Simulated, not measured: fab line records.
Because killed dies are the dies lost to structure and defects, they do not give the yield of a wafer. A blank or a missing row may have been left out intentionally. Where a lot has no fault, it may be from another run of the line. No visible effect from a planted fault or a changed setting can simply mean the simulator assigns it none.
A single fault, viewed from 2 desks :: flow nand-harc :: what lay behind the numbers comes last; until then each desk has only its own

== TOOL OWNER'S DESK, arfi-scanner-01 ==
The tool's own readings at NHARC_P_GATE_EXPOSE_23 (exposes mask P GATE, target cd 120 nm): means of the sampled wafers that have a number, for each lot that ran on this tool. If a lot's mean is further than 4 standard deviations from the usual mean, the lot is out of limits and carries the mark OUT (the distance appears in the brackets).
Columns: A = exposure-dose-mJ-cm2 at NHARC_P_GATE_EXPOSE_23, usual 93.91; B = focus-offset-nm at NHARC_P_GATE_EXPOSE_23, usual 0.2 nm
lot: L558
first seen here: day 4 17:16
A: 93.80
B: 0.1

lot: L560
first seen here: day 4 22:19
A: 93.89
B: -0.0

lot: L571
first seen here: day 7 20:23
A: 93.91
B: 0.5

lot: L574
first seen here: day 8 21:20
A: 93.75
B: -0.0

lot: L580
first seen here: day 9 23:53
A: 78.24 (-99 or more) OUT
B: 0.1

lot: L581
first seen here: day 10 06:29
A: 78.18 (-99 or more) OUT
B: -0.1
Finding of this desk: L580, L581 out of limits; the first was L580 at day 9 23:53, on exposure-dose-mJ-cm2 at NHARC_P_GATE_EXPOSE_23. In limits: L558, L560, L571, L574.

== METROLOGY DESK ==
What the gauges read for every lot (on any tool): the sampled wafers with a number, averaged. If a lot's mean is further than 4 standard deviations from the usual mean, the lot is out of limits and carries the mark OUT (the distance appears in the brackets).
Columns: A = cd-nm at NHARC_P_ZERO_WELL_CD_MEAS_11, usual 499.1 nm; B = cd-nm at NHARC_P_GATE_CD_MEAS_26, usual 119.7 nm; C = cd-nm at NHARC_P_GATE_CD_MEAS_91, usual 2000.1 nm
lot: L558
first seen here: day 1 13:15
A: 498.2
B: 121.0
C: 1999.5

lot: L559
first seen here: day 1 19:07
A: 494.4
B: 118.2
C: 1998.2

lot: L560
first seen here: day 2 01:15
A: 498.5
B: 118.5
C: 1998.9

lot: L562
first seen here: day 2 13:15
A: 499.4
B: 120.6
C: 2000.0

lot: L564
first seen here: day 3 01:14
A: 499.7
B: 118.0
C: 2001.3

lot: L566
first seen here: day 3 13:23
A: 494.8
B: 119.9
C: 1999.4

lot: L567
first seen here: day 3 19:14
A: 499.5
B: 121.0
C: 2001.9

lot: L568
first seen here: day 4 01:14
A: 500.8
B: 118.6
C: 1999.7

lot: L571
first seen here: day 4 19:16
A: 500.7
B: 119.9
C: 2001.2

lot: L572
first seen here: day 5 01:15
A: 499.7
B: 119.6
C: 2001.8

lot: L574
first seen here: day 5 13:14
A: 501.5
B: 119.5
C: 1999.2

lot: L580
first seen here: day 7 01:07
A: 501.5
B: 130.9 (+11) OUT
C: 1998.9

lot: L581
first seen here: day 7 07:14
A: 501.8
B: 131.7 (+12) OUT
C: 1999.3
Finding of this desk: L580, L581 out of limits; the first was L580 at day 10 00:01, on cd-nm at NHARC_P_GATE_CD_MEAS_26. In limits: L558, L559, L560, L562, L564, L566, L567, L568, L571, L572, L574.

== TAKEN TOGETHER ==
On L580, L581, at day 9 23:53, an alarm was possible from the tool owner's desk.
At day 10 00:01 the metrology desk could have sounded an alarm, on L580, L581.
All the named lots went through NHARC_P_GATE_EXPOSE_23 on arfi-scanner-01.

== WHAT WAS PUT IN BY THE SIMULATOR ==
Process parameters drifting: arfi-scanner-01 at NHARC_P_GATE_EXPOSE_23, beginning at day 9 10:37. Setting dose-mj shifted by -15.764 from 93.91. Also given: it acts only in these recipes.
Struck lots among those shown: L580, L581.
Time in hours from fault onset to the first out-of-limits reading at each desk: tool owner's desk 13, metrology desk 13.
